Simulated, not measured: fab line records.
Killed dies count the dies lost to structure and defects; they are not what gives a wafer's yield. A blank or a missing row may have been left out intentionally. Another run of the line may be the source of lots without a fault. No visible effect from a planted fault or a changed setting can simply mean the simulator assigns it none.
Split-lot trial || flow n5 finfet || on a route of 1938 steps: 7 lots, 21 wafers read

THE SPLIT ITSELF
At N5_BEOL_M8_EXPOSE_25 (exposes mask V7, target cd 40 nm), the setting dose mj was moved away from the recipe's 42.5 on 8 of the 21 wafers read, by -6.0% to +6.2%. For the rest of the wafers, this setting stayed at what the recipe calls for.

FROM THE SPLIT TO THE READING: what the file shows between them, 2 steps
- N5_BEOL_M8_PEB_26: peb time 60 s
- N5_BEOL_M8_DEVELOP_27: develop time 30 s

THE READING
cd nm, in nm, at N5_BEOL_M8_CD_MEAS_28 (target cd 40 nm). Fault-free wafers of this fab line usually give 39.96 nm, standard deviation 0.22 nm.

{"wafer": "L074.3", "tool, chamber at the split": "euv scanner-02, 0", "dose mj as run": 42.5, "against the recipe": "recipe", "cd nm, nm": 39.96, "against lot-mates on the recipe": "-"}
{"wafer": "L074.4", "tool, chamber at the split": "euv scanner-02, 0", "dose mj as run": 42.5, "against the recipe": "recipe", "cd nm, nm": 39.75, "against lot-mates on the recipe": "-"}
{"wafer": "L074.6", "tool, chamber at the split": "euv scanner-02, 0", "dose mj as run": 42.5, "against the recipe": "recipe", "cd nm, nm": 40.09, "against lot-mates on the recipe": "-"}
{"wafer": "L075.2", "tool, chamber at the split": "euv scanner-02, 0", "dose mj as run": 42.5, "against the recipe": "recipe", "cd nm, nm": 39.89, "against lot-mates on the recipe": "-"}
{"wafer": "L075.3", "tool, chamber at the split": "euv scanner-02, 0", "dose mj as run": 40.35, "against the recipe": "-5.1%", "cd nm, nm": 38.88, "against lot-mates on the recipe": -1.23}
{"wafer": "L075.5", "tool, chamber at the split": "euv scanner-02, 0", "dose mj as run": 42.5, "against the recipe": "recipe", "cd nm, nm": 40.33, "against lot-mates on the recipe": "-"}
{"wafer": "L083.2", "tool, chamber at the split": "euv scanner-01, 0", "dose mj as run": 40.42, "against the recipe": "-4.9%", "cd nm, nm": 38.88, "against lot-mates on the recipe": -0.76}
{"wafer": "L083.3", "tool, chamber at the split": "euv scanner-01, 0", "dose mj as run": 42.5, "against the recipe": "recipe", "cd nm, nm": 39.64, "against lot-mates on the recipe": "-"}
{"wafer": "L083.4", "tool, chamber at the split": "euv scanner-01, 0", "dose mj as run": 40.42, "against the recipe": "-4.9%", "cd nm, nm": 38.74, "against lot-mates on the recipe": -0.90}
{"wafer": "L088.2", "tool, chamber at the split": "euv scanner-02, 0", "dose mj as run": 42.5, "against the recipe": "recipe", "cd nm, nm": 39.91, "against lot-mates on the recipe": "-"}
{"wafer": "L088.3", "tool, chamber at the split": "euv scanner-02, 0", "dose mj as run": 42.5, "against the recipe": "recipe", "cd nm, nm": 39.69, "against lot-mates on the recipe": "-"}
{"wafer": "L088.5", "tool, chamber at the split": "euv scanner-02, 0", "dose mj as run": 42.5, "against the recipe": "recipe", "cd nm, nm": 40.07, "against lot-mates on the recipe": "-"}
{"wafer": "L091.3", "tool, chamber at the split": "euv scanner-02, 0", "dose mj as run": 43.6, "against the recipe": "+2.6%", "cd nm, nm": 40.63, "against lot-mates on the recipe": "+0.97"}
{"wafer": "L091.4", "tool, chamber at the split": "euv scanner-02, 0", "dose mj as run": 42.5, "against the recipe": "recipe", "cd nm, nm": 39.66, "against lot-mates on the recipe": "-"}
{"wafer": "L091.5", "tool, chamber at the split": "euv scanner-02, 0", "dose mj as run": 43.6, "against the recipe": "+2.6%", "cd nm, nm": 40.78, "against lot-mates on the recipe": "+1.12"}
{"wafer": "L096.1", "tool, chamber at the split": "euv scanner-01, 0", "dose mj as run": 39.97, "against the recipe": "-6.0%", "cd nm, nm": 39.07, "against lot-mates on the recipe": -1.36}
{"wafer": "L096.2", "tool, chamber at the split": "euv scanner-01, 0", "dose mj as run": 39.97, "against the recipe": "-6.0%", "cd nm, nm": 38.83, "against lot-mates on the recipe": -1.60}
{"wafer": "L096.3", "tool, chamber at the split": "euv scanner-01, 0", "dose mj as run": 42.5, "against the recipe": "recipe", "cd nm, nm": 40.43, "against lot-mates on the recipe": "-"}
{"wafer": "L097.2", "tool, chamber at the split": "euv scanner-01, 0", "dose mj as run": 45.14, "against the recipe": "+6.2%", "cd nm, nm": 41.17, "against lot-mates on the recipe": "+1.17"}
{"wafer": "L097.3", "tool, chamber at the split": "euv scanner-01, 0", "dose mj as run": 42.5, "against the recipe": "recipe", "cd nm, nm": 39.94, "against lot-mates on the recipe": "-"}
{"wafer": "L097.4", "tool, chamber at the split": "euv scanner-01, 0", "dose mj as run": 42.5, "against the recipe": "recipe", "cd nm, nm": 40.06, "against lot-mates on the recipe": "-"}

FIT RESULTS
A straight line over all 21 wafers: cd nm changes by +0.206 nm for each +1% of dose mj; r = +0.94; the points scatter about the line by 0.23 nm.
The same after taking each lot's own level away (the mean of its wafers on the recipe; 21 wafers): +0.231 nm for each +1%; r = +0.96; scatter 0.22 nm.
Per that fit: largest dose mj move, reading shift of 1.4 nm.
From 39.640 to 40.430 nm: that is the span of the lots' own levels, equal to 3.6 times the standard deviation above.
So the slope is not independent of the lot-to-lot level: the two fits are not the same.
Check: +1.62 nm against its lot-mates is what the line predicts for one of the wafers moved furthest among these (+6.2%) when that wafer is left out of the fit. Against them it came out at +1.17 nm.

OTHER SPLITS APPLIED TO THESE WAFERS
These wafers also went through other splits before the reading. Each is held against what the fit with the lots' levels taken away leaves over:
{"other split on the same wafers": "N5_BEOL_M6_ETCH_66 bias w", "wafers away from the commonest value": 3, "r with cd nm (lot level and that fit taken away)": "+0.36"}
{"other split on the same wafers": "N5_BEOL_M7_EXPOSE_25 dose mj", "wafers away from the commonest value": 10, "r with cd nm (lot level and that fit taken away)": "+0.21"}
{"other split on the same wafers": "N5_BEOL_M7_DESCUM_33 time s", "wafers away from the commonest value": 7, "r with cd nm (lot level and that fit taken away)": "+0.22"}

THE WHOLE CHAIN: every reading that the file lists as answering this split, in the file's order
{"step": "N5_BEOL_M8_CD_MEAS_28", "what it does": "target cd 40 nm", "reading": "cd nm", "change (the file's fit)": "+0.223 nm for each +1% of the setting", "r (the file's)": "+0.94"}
{"step": "N5_BEOL_M8_DESCUM_33", "what it does": "chemistry O2, time 7 s", "reading": "BEOL_M8.cd nm (the simulator's own value, which no gauge read)", "change (the file's fit)": "+0.214 nm for each +1% of the setting", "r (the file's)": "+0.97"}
{"step": "N5_BEOL_M8_ETCH_72", "what it does": "etches underlayer in N2/H2, target depth 6.5 nm, time 5.2 s", "reading": "BEOL_M8.cd nm (the simulator's own value, which no gauge read)", "change (the file's fit)": "+0.22 nm for each +1% of the setting", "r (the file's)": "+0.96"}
{"step": "N5_BEOL_M8_ETCH_66", "what it does": "etches SOC in N2/H2, target depth 80 nm, overetch 16 nm, time 120 s", "reading": "BEOL_M8.cd nm (the simulator's own value, which no gauge read)", "change (the file's fit)": "+0.204 nm for each +1% of the setting", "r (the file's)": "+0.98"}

FILE'S OWN FIT
cd nm changes by +0.223 nm for each +1% of dose mj, r = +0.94.
